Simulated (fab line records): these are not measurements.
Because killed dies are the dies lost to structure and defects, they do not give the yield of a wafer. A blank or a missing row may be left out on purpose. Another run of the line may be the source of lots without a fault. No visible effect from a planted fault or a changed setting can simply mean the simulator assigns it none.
Matching of chambers -- flow nand-harc -- NHARC_A_WL_FILL_STRIP_29 on rie-diel-09: 4 sister chambers
The step strips in O2, time 20 s. 16 wafers are shown with their chamber, then 8 later ones without.

EACH WAFER AND ITS CHAMBER
wafer,chamber,showerhead-plenum-p-Torr (Torr),drypump-motor-current-A (A),oes-product-au (a.u.)
L076.2,0,3.54,6.12,1.000
L076.5,2,3.33,6.31,1.007
L076.6,3,3.35,6.01,0.990
L079.3,3,3.35,5.99,1.001
L079.4,1,3.46,5.84,1.012
L079.5,3,3.35,6.03,1.001
L087.1,2,3.33,6.30,1.010
L087.3,0,3.53,6.08,1.003
L087.5,1,3.46,5.83,1.002
L091.1,0,3.53,6.10,1.020
L091.3,1,3.46,5.83,0.999
L091.6,0,3.53,6.10,1.014
L088.1,0,3.53,6.09,1.014
L088.2,2,3.33,6.33,1.011
L088.3,1,3.46,5.81,0.994
L092.1,3,3.35,6.04,1.006

SIGNATURES (means of the wafers above)
reading,chamber 0,chamber 1,chamber 2,chamber 3,scatter within a chamber
showerhead-plenum-p-Torr,3.5320,3.4600,3.3300,3.3500,0.00258
drypump-motor-current-A,6.0980,5.8275,6.3133,6.0175,0.0166
oes-product-au,1.01020,1.00175,1.00933,0.99950,0.00707
Rule: for each reading, subtract the chamber's mean from the wafer's reading, divide by that reading's scatter and square the result; add these up over the readings and take the root, which gives the wafer's distance from the chamber. The wafer belongs to the nearest chamber; if the next one is less than 2 further off, it can't be placed. How the scatter is found: for the shown wafers, subtract from each reading the mean of its chamber, square and add these, divide the total by (wafers less chambers), then take the root.

WAFERS WHOSE CHAMBER IS MISSING
wafer,showerhead-plenum-p-Torr (Torr),drypump-motor-current-A (A),oes-product-au (a.u.)
L092.3,3.53,6.07,1.021
L092.6,3.35,6.04,0.992
L095.1,3.53,6.08,1.007
L095.4,3.33,6.33,1.005
L095.5,3.53,6.11,1.008
L097.2,3.53,6.09,1.020
L097.3,3.33,6.33,1.012
L097.6,3.33,6.32,1.019

CHAMBER TAKEN BY EACH
wafer,from the rows above,in truth
L092.3,0,0
L092.6,3,3
L095.1,0,0
L095.4,2,2
L095.5,0,0
L097.2,0,0
L097.3,2,2
L097.6,2,2
Placed correctly: 8 of 8. Not placeable from these rows: 0. Wrongly placed: 0.
